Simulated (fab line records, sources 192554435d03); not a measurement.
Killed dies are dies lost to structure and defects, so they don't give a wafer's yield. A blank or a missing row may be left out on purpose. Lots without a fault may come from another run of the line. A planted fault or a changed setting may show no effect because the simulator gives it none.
Chamber matching | flow n5_finfet | N5_HKMG_FIN_STRIP_92 on rie_diel-02: 4 sister chambers
The step strips SOC in N2/H2, time 20 s. 8 wafers are shown with their chamber, then 7 later ones without.

WAFERS WITH THEIR CHAMBER
wafer  | chamber | showerhead_plenum_p_Torr (Torr) | throttle_valve_pct (%)
L076.4 | 2       | 3.35                            | 19.3
L077.2 | 1       | 3.47                            | 19.5
L077.3 | 0       | 3.22                            | 18.8
L081.2 | 3       | 3.35                            | 19.4
L081.4 | 0       | 3.22                            | 18.7
L081.6 | 2       | 3.34                            | 19.3
L092.2 | 3       | 3.33                            | 19.5
L092.4 | 1       | 3.45                            | 19.2

WAFERS WITHOUT THEIR CHAMBER
wafer  | showerhead_plenum_p_Torr (Torr) | throttle_valve_pct (%)
L092.6 | 3.33                            | 19.4
L094.1 | 3.33                            | 19.3
L094.2 | 3.20                            | 18.8
L094.3 | 3.45                            | 19.2
L096.2 | 3.20                            | 18.8
L096.3 | 3.45                            | 19.2
L096.5 | 3.45                            | 19.2

WHICH CHAMBER EACH WENT THROUGH
wafer  | from the rows above     | in truth
L092.6 | can't be placed: 3 or 2 | 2
L094.1 | can't be placed: 2 or 3 | 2
L094.2 | 0                       | 0
L094.3 | 1                       | 1
L096.2 | 0                       | 0
L096.3 | 1                       | 1
L096.5 | 1                       | 1
Placed correctly: 5 of 7. Can't be placed from these rows: 2 (the true chamber is among the candidates in 2). Placed wrongly: 0.
How it was worked out, from the rows above alone: a wafer's distance from a chamber is the root of the sum, over the readings, of the square of ((its reading less the chamber's mean) divided by the reading's scatter). The wafer belongs to the nearest chamber; if the next one is less than 2 further off, it can't be placed. A chamber's mean is the mean of its shown wafers. The scatter: the root of (the sum of the squares of (reading less its chamber's mean) over the shown wafers, divided by (wafers less chambers)).
